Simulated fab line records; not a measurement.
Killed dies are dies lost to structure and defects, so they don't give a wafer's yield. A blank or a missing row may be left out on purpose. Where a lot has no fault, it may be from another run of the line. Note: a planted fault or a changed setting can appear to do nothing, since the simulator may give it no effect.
Shared-tool check | flow n5Finfet | Sample size 9 lots and 27 wafers

## REASON IT WAS OPENED
At N5_BEOL_M2_OCD_MEAS_38 the reading trenchDepthNm is flagged on 2 of 9 lots. Fault-free wafers read 55.7 nm, with a standard deviation of 1.
Rule: flag the lot when none of its wafers has a number, or when each of its wafers that has one lies beyond 4 standard deviations from that mean. As for the other lots, they are considered sound.

lot  | measured     | on     | trenchDepthNm (nm), wafer by wafer | flag
L183 | day 6 17:59  | ocd-01 | 55.0 55.2 55.2                     | 
L192 | day 8 23:28  | ocd-01 | 41.8 40.3 41.6                     | FLAGGED
L193 | day 9 11:17  | ocd-01 | 40.2 39.9 41.8                     | FLAGGED
L197 | day 10 08:48 | ocd-02 | 55.1 56.2 54.9                     | 
L201 | day 11 20:27 | ocd-02 | 54.6 56.1 55.5                     | 
L202 | day 12 00:04 | ocd-01 | 55.8 55.5 54.8                     | 
L204 | day 12 07:57 | ocd-02 | 56.7 57.1 55.5                     | 
L205 | day 12 08:05 | ocd-01 | 57.8 55.4 53.2                     | 
L206 | day 12 13:27 | ocd-01 | 55.0 56.5 57.6                     | 
The mean of the flagged lots' numbers is 40.9 nm, -14.8 nm from the usual (-15 standard deviations).

## LOT BY LOT: THE TOOL USED
The record holds 1 process step before the reading, out of a route of 1938 steps. Cell contents, in order: the tool; ch with the chambers the sampled wafers went through; the start.
lot  | flag    | N5_BEOL_M2_TRENCH_ETCH_37
L183 |         | rieDiel-06 ch 0,2, day 6 17:50
L192 | FLAGGED | rieDiel-04 ch 0,1, day 8 23:19
L193 | FLAGGED | rieDiel-04 ch 0,1,2, day 9 11:08
L197 |         | rieDiel-06 ch 0,1, day 10 08:38
L201 |         | rieDiel-06 ch 0,1,3, day 11 20:17
L202 |         | rieDiel-06 ch 0,1,3, day 11 23:55
L204 |         | rieDiel-04 ch 2,3, day 12 07:48
L205 |         | rieDiel-03 ch 1,2,3, day 12 07:55
L206 |         | rieDiel-04 ch 0,1,2, day 12 13:18
What is done by these steps:
- N5_BEOL_M2_TRENCH_ETCH_37: etches SiOC in C4F6/O2, target depth 55.555 nm, time 29.2 s.
- N5_BEOL_M2_OCD_MEAS_38

## FLAGGED OVER TOTAL, TOOL BY TOOL (the gauges that took the reading come last)
step                      | tool       | lots run | flagged | share of the flagged lots | sound lots run after its first flagged lot
N5_BEOL_M2_TRENCH_ETCH_37 | rieDiel-03 | 1        | 0       | none                      | -
N5_BEOL_M2_TRENCH_ETCH_37 | rieDiel-04 | 4        | 2       | all                       | 2 (L204,L206)
N5_BEOL_M2_TRENCH_ETCH_37 | rieDiel-06 | 4        | 0       | none                      | -
N5_BEOL_M2_OCD_MEAS_38    | ocd-01     | 6        | 2       | all                       | 3 (L202,L205,L206)
N5_BEOL_M2_OCD_MEAS_38    | ocd-02     | 3        | 0       | none                      | -

## WHAT THE TABLE PERMITS
2 rows of the table ran every flagged lot: rieDiel-04 at N5_BEOL_M2_TRENCH_ETCH_37, ocd-01 at N5_BEOL_M2_OCD_MEAS_38.
- rieDiel-04 at N5_BEOL_M2_TRENCH_ETCH_37 ran 4 lots, 2 of them flagged. Lots that were sound ran on it after the first flagged one (L204, L206); a persistent fault on the entire tool would not allow that.
- ocd-01 at N5_BEOL_M2_OCD_MEAS_38 ran 6 lots, 2 of them flagged. Lots that were sound ran on it after the first flagged one (L202, L205, L206); a persistent fault on the entire tool would not allow that.
Every row of the table either missed a flagged lot or ran a sound lot after the first.

## WHAT WAS PUT IN BY THE SIMULATOR
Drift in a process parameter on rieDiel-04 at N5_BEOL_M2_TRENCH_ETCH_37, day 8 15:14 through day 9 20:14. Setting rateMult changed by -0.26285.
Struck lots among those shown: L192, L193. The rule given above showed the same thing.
